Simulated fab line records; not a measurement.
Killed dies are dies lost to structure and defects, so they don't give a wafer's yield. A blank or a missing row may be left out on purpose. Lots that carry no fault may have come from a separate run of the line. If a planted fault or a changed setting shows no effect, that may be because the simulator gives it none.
Matching of chambers / flow n5 finfet / N5_SDB_CUT_ETCH_26 on rie si-04: 4 sister chambers
The step etches Si in HBr/Cl2/O2, target depth 129.6 nm, bt time 20 s, time 51.8 s. 4 wafers are shown with their chamber, then 7 later ones without.

## WAFERS PAIRED WITH THEIR CHAMBERS
wafer=L085.4; chamber=3; throttle valve pct (%)=36.95
wafer=L086.2; chamber=0; throttle valve pct (%)=36.95
wafer=L090.1; chamber=1; throttle valve pct (%)=37.51
wafer=L090.2; chamber=2; throttle valve pct (%)=37.28

## WAFERS WITH NO CHAMBER GIVEN
wafer=L090.6; throttle valve pct (%)=37.51
wafer=L092.2; throttle valve pct (%)=37.51
wafer=L092.3; throttle valve pct (%)=36.96
wafer=L092.6; throttle valve pct (%)=37.30
wafer=L095.2; throttle valve pct (%)=37.30
wafer=L095.3; throttle valve pct (%)=36.94
wafer=L095.5; throttle valve pct (%)=37.30

## THE CHAMBER EACH PASSED THROUGH
wafer=L090.6; from the rows above=1; in truth=1
wafer=L092.2; from the rows above=1; in truth=1
wafer=L092.3; from the rows above=can't be placed: 0 or 3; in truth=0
wafer=L092.6; from the rows above=2; in truth=2
wafer=L095.2; from the rows above=2; in truth=2
wafer=L095.3; from the rows above=can't be placed: 0 or 3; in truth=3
wafer=L095.5; from the rows above=2; in truth=2
Placed correctly: 5 of 7. Can't be placed from these rows: 2 (the true chamber is among the candidates in 2). 0 placed wrongly.
How it was worked out, from the rows above alone: a wafer's distance from a chamber is the root of the sum, over the readings, of the square of ((its reading less the chamber's mean) divided by the reading's scatter). If the next closest chamber is less than 2 further off than the closest, the wafer can't be placed; otherwise it belongs to the closest. The mean given for a chamber averages the wafers shown for that chamber. The scatter: root of mean squared gap, hidden wafer to nearest shown wafer, with one shown wafer a chamber.
